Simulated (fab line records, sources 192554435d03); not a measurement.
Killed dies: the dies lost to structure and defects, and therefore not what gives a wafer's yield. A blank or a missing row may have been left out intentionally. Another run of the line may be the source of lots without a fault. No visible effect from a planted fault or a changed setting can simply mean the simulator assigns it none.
Which of the tools did it?    flow n5_finfet    Sampling: 8 lots, 24 wafers, 5 of 1938 route steps

== WHAT THE GAUGES SHOWED, per wafer ==
N5_BEOL_M4_RC_MEAS_101.
lot   measured      on         DIBL_N (mV/V)
L271  day 8 01:31   prober-01  35.5 36.4 35.7
L277  day 9 04:58   prober-01  38.8 36.9 37.5
L278  day 9 08:10   prober-01  36.3 35.7 37.0
L281  day 11 08:37  prober-01  38.3 40.4 38.5
L285  day 11 09:52  prober-01  38.3 38.2 35.9
L287  day 11 13:01  prober-01  36.7 37.6 36.9
L292  day 13 05:11  prober-02  35.5 32.0 35.6
L293  day 13 07:12  prober-02  37.5 38.9 35.0

== WHICH TOOL RAN EACH LOT (tool, then ch and the chambers of the sampled wafers, then the start) ==
lot   N5_HKMG_FIN_DESCUM_53              N5_HKMG_FIN_STRIP_60                 N5_HKMG_FIN_ETCH_31                N5_HKMG_FIN_ETCH_35
L271  rie_diel-04 ch 1,2,3, day 4 03:13  plasma_asher-01 ch 0,1, day 4 04:06  rie_diel-04 ch 0,1,3, day 4 06:38  rie_diel-04 ch 0,1,3, day 4 06:55
L277  rie_diel-05 ch 0,3, day 5 15:32    plasma_asher-02 ch 0,1, day 5 16:25  rie_diel-04 ch 0,1,3, day 5 18:49  rie_diel-04 ch 0,1,3, day 5 19:05
L278  rie_diel-05 ch 0,1,2, day 5 23:37  plasma_asher-01 ch 0,1, day 6 00:29  rie_diel-04 ch 0,2, day 6 02:53    rie_diel-04 ch 0,2, day 6 03:10
L281  rie_diel-05 ch 0,1,2, day 6 22:17  plasma_asher-01 ch 0,1, day 6 23:10  rie_diel-04 ch 2,3, day 7 02:08    rie_diel-04 ch 2,3, day 7 02:25
L285  rie_diel-04 ch 2,3, day 7 13:45    plasma_asher-02 ch 0,1, day 7 14:38  rie_diel-05 ch 0,1,2, day 7 17:17  rie_diel-05 ch 0,1,2, day 7 17:32
L287  rie_diel-04 ch 0,3, day 7 21:58    plasma_asher-01 ch 0,1, day 7 22:51  rie_diel-05 ch 0,2,3, day 8 01:37  rie_diel-05 ch 0,2,3, day 8 01:53
L292  rie_diel-04 ch 1,2,3, day 9 05:00  plasma_asher-01 ch 0,1, day 9 05:52  rie_diel-02 ch 0,2, day 9 08:20    rie_diel-02 ch 0,2, day 9 08:36
L293  rie_diel-02 ch 0,1,2, day 9 08:58  plasma_asher-01 ch 0,1, day 9 09:50  rie_diel-02 ch 0,1,3, day 9 12:23  rie_diel-02 ch 0,1,3, day 9 12:39
- N5_HKMG_FIN_DESCUM_53: chemistry O2, time 7.9 s.
- N5_HKMG_FIN_STRIP_60: strips in N2/H2, time 360 s.
- N5_HKMG_FIN_ETCH_31: etches SiARC in CF4, target depth 45.5 nm, time 75.8 s.
- N5_HKMG_FIN_ETCH_35: etches SOC in N2/H2, target depth 215.8 nm, time 243.4 s.

== THE ANSWER, worked out from the rows above alone ==
Rule: the usual values come from the lots themselves. The widest of any qualifying gaps counts: lots, ordered by their means at a reading, are off when they make up no more than a third of the lots, leave a main group of 4 or more, and stand apart from it by 3 or more times the standard deviation of that group's means. If all means in a main group match to the digits the tables above print for the reading, that group is not used. A lot without any number at a reading at which 4 lots or more have one is off too. The other lots that the step has rows for count as sound.
No lot is off on any of the readings shown, so nothing can be concluded from this.

== WHAT THE SIMULATOR HAD PUT IN ==
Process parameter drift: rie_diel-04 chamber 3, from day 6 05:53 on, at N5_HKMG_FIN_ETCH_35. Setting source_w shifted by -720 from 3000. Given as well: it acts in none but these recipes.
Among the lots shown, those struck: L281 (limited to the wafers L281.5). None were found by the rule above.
